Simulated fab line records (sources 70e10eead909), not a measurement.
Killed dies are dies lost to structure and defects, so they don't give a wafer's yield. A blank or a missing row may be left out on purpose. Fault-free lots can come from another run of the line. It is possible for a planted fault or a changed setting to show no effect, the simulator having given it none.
Comparing a struck lot with a sound one || flow nand harc || 14 steps out of a route of 1302
Sound: these wafers, L378.1, L378.4, L378.6. Struck: wafers L381.2, L381.4, L381.5. At the end, the cause is stated.
For every step that has rows: the tool of each side, followed by ch and its chambers, followed by its first start. Under that, the readings that differ: sound wafers || struck wafers || difference of the means || sigmas: that difference in standard deviations of wafers without a fault.
alike: readings with means less than 2 such deviations apart, plus words and numbers identical on both sides. not compared: withheld readings, readings lacking a value on some wafer, bounds such as >300 that could conceal the same value, and numbers that have no deviation in the record and whose values overlap.
The two part at a step that has a row with sigmas, a row that says differs or no value, or rows on one side only. When numbers do not overlap yet have no deviation, they are printed without sigmas and do not part them. A reading that every wafer of one side lacks parts them only if that side has two wafers or more.

first, 1 step without rows for these wafers: NHARC_A_ONON_D2_DEP_19 (target thk 1000 nm).
NHARC_A_ONON_D2_THK_MEAS_21: measures by ellipsometry.
  sound on film metro-02 at day 15 14:14; struck on film metro-01 at day 17 00:09
{"reading": "thk nm (nm)", "sound": "984 983 984", "struck": "1006 1005 1007", "difference": "+22", "sigmas": "+2"}
then, 1 step without rows for these wafers: NHARC_A_ONON_D2_DEP_22 (target thk 1000 nm).
NHARC_A_ONON_D2_THK_MEAS_24: measures by ellipsometry.
  sound on film metro-02 at day 15 14:48; struck on film metro-01 at day 17 00:43
{"reading": "thk nm (nm)", "sound": "993 992 993", "struck": "1024 1023 1024", "difference": "+31", "sigmas": "+3"}
then, 1 step without rows for these wafers: NHARC_A_ONON_D2_DEP_25 (target thk 1000 nm).
NHARC_A_ONON_D2_THK_MEAS_27: measures by ellipsometry.
  sound on film metro-01 at day 15 15:22; struck on film metro-01 at day 17 01:17
  alike: thk nm
then, 1 step without rows for these wafers: NHARC_A_ONON_D2_DEP_28 (target thk 1000 nm).
NHARC_A_ONON_D2_THK_MEAS_30: measures by ellipsometry.
  sound on film metro-02 at day 15 15:57; struck on film metro-01 at day 17 01:52
  alike: thk nm
NHARC_A_ONON_D2_DEP_33: deposits SiO2, target thk 200 nm.
  sound on pecvd-01 ch 1, day 15 16:01; struck on pecvd-02 ch 1,2, day 17 01:55
  alike: heater power w, throttle valve pct
  not compared: since wet clean h
NHARC_A_ONON_D2_THK_MEAS_34: measures by ellipsometry.
  sound on film metro-02 at day 15 16:34; struck on film metro-01 at day 17 02:20
  alike: thk nm
NHARC_A_ONON_D2_INSPECT_32:
  sound on defect inspect-02 at day 15 16:37; struck on defect inspect-02 at day 17 02:24
  alike: raw defect count
NHARC_A_CHANNEL_HOLE_D2_DEP_00: deposits aC, target thk 3100 nm.
  sound on acl dep-02 ch 0, day 15 16:41; struck on acl dep-02 ch 0, day 17 10:30
  alike: throttle valve pct
NHARC_A_CHANNEL_HOLE_D2_DEP_01: deposits SiON, target thk 140 nm.
  sound on pecvd-02 ch 0,1, day 15 18:37; struck on pecvd-01 ch 0,1, day 17 12:09
  alike: heater power w
  not compared: since wet clean h
-- record jumps: 11 days between struck wafers' starts before vs after; left off in module A_CHANNEL_HOLE_D2, resumes in module END, first step shown is number 1302 of the route --
NHARC_END_SORT_01:
  at this point the record logs the struck wafers (prober-02 ch 0, day 28 22:22) and has no rows for the sound ones

== WHERE THEY PART ==
Last at NHARC_END_SORT_01 as far as this record goes, first at NHARC_A_ONON_D2_THK_MEAS_21.

WHY: what had been put in by the simulator
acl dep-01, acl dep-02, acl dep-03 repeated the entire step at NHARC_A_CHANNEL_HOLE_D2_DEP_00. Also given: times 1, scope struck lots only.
